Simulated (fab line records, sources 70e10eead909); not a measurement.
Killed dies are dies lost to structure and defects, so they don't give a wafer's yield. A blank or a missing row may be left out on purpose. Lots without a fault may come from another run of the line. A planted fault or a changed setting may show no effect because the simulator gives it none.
A struck lot beside a sound one | flow nand_harc | 15 steps out of a route of 1159
Sound: wafers L501.2, L501.3, L501.4. Struck: wafer L503.2. (L503.5, L503.6 of the same lot were not struck and are left out.) The cause comes at the end.
At each step with rows: each side's tool, then ch and its chambers, then its first start. Under that, the readings that differ: sound wafers | struck wafers | difference of the means | sigmas: that difference in standard deviations of wafers without a fault.
alike: readings whose means differ by less than 2 such deviations, and words and numbers that are the same on both sides. not compared: withheld readings, readings that some wafer has no value for, bounds like >300 that may hide the same value, and numbers for which the record gives no deviation and whose values overlap.
The two part at a step that has a row with sigmas, a row that says differs or no value, or rows on one side only. Numbers that don't overlap but have no deviation are shown without sigmas and don't part them. A reading that every wafer of one side lacks parts them only if that side has two wafers or more.

first, 8 steps without rows for these wafers: NHARC_A_CONTACT_COAT_34 (time 75 s); NHARC_A_CONTACT_COAT_35 (time 65 s); NHARC_A_CONTACT_COAT_36 (resist thk 90 nm); NHARC_A_CONTACT_SOFTBAKE_37 (time 55 s); NHARC_A_CONTACT_EBR_38; NHARC_A_CONTACT_EXPOSE_39 (exposes mask A CC 3); NHARC_A_CONTACT_PEB_40 (peb time 65 s); NHARC_A_CONTACT_DEVELOP_41 (develop time 35 s).
NHARC_A_CONTACT_CD_MEAS_42: target cd 200 nm.
  sound on cd_sem-02 ch 0, day 18 10:05; struck on cd_sem-02 ch 0, day 18 17:11
  alike: cd_nm
NHARC_A_CONTACT_OVL_MEAS_43:
  sound on overlay-01, day 18 10:10; struck on overlay-02, day 18 17:17
  alike: overlay_x_nm, overlay_y_nm
NHARC_A_CONTACT_INSPECT_44:
  sound on defect_inspect-01, day 18 10:13; struck on defect_inspect-02, day 18 17:19
  alike: raw_defect_count
NHARC_A_CONTACT_DESCUM_47: chemistry O2, time 3 s.
  sound on rie_diel-01 ch 0,2,3, day 18 10:17; struck on rie_diel-07 ch 2, day 18 17:24
  reading                | sound    | struck | difference | sigmas
  rf_hours_counter_h (h) | 36 35 40 | 1      | -36        |
  alike: chamber_pressure_mTorr, drypump_motor_current_A, mfc_ar_sccm, oes_product_au, rf_vpp_V, showerhead_plenum_p_Torr, throttle_valve_pct
NHARC_A_CONTACT_ETCH_48: etches the open film in CF4, target depth 39 nm, time 65 s.
  sound on rie_diel-01 ch 0,2,3, day 18 10:22; struck on rie_diel-07 ch 0, day 18 17:28
  reading                | sound             | struck | difference | sigmas
  oes_product_au (a.u.)  | 1.005 1.003 0.997 | 0.780  | -0.222     | -30
  rf_hours_counter_h (h) | 35 40 36          | 1      | -36        |
  alike: chamber_pressure_mTorr, drypump_motor_current_A, mfc_ar_sccm, rf_vpp_V, showerhead_plenum_p_Torr, throttle_valve_pct
NHARC_A_CONTACT_ETCH_49: etches the open film in N2/H2, target depth 260 nm, time 475.3 s.
  sound on rie_diel-01 ch 0,2,3; struck on rie_diel-07 ch 1
  reading                | sound    | struck | difference | sigmas
  rf_hours_counter_h (h) | 36 40 36 | 1      | -36        |
  alike: chamber_pressure_mTorr, drypump_motor_current_A, mfc_ar_sccm, oes_product_au, rf_vpp_V, showerhead_plenum_p_Torr, throttle_valve_pct
-- the record jumps here: 3 days lie between the struck wafers' starts before and after (it left off in module A_CONTACT and takes up again in module END, whose first step shown is number 1159 of the route) --
NHARC_END_SORT_01:
  sound on prober-01 ch 0, day 21 10:39; struck on prober-02 ch 0, day 21 18:25
  reading         | sound    | struck                   | difference                   | sigmas
  hold            | - - -    | await_dispo/1.6h/release | no value on the sound wafers |
  killed_at_array | 23 27 23 | 676                      | +652                         | +76
  killed_dies     | 25 31 24 | 677                      | +650                         | +73
  alike: killed_at_other, killed_at_periphery, killed_open, killed_short

WHERE THEY PART
First at NHARC_A_CONTACT_ETCH_48; last, within this record, at NHARC_END_SORT_01.

WHY: what the simulator had put in
Process parameter drift: rie_diel-07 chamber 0, from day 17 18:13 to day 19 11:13, at NHARC_A_CONTACT_ETCH_48. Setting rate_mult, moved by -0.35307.
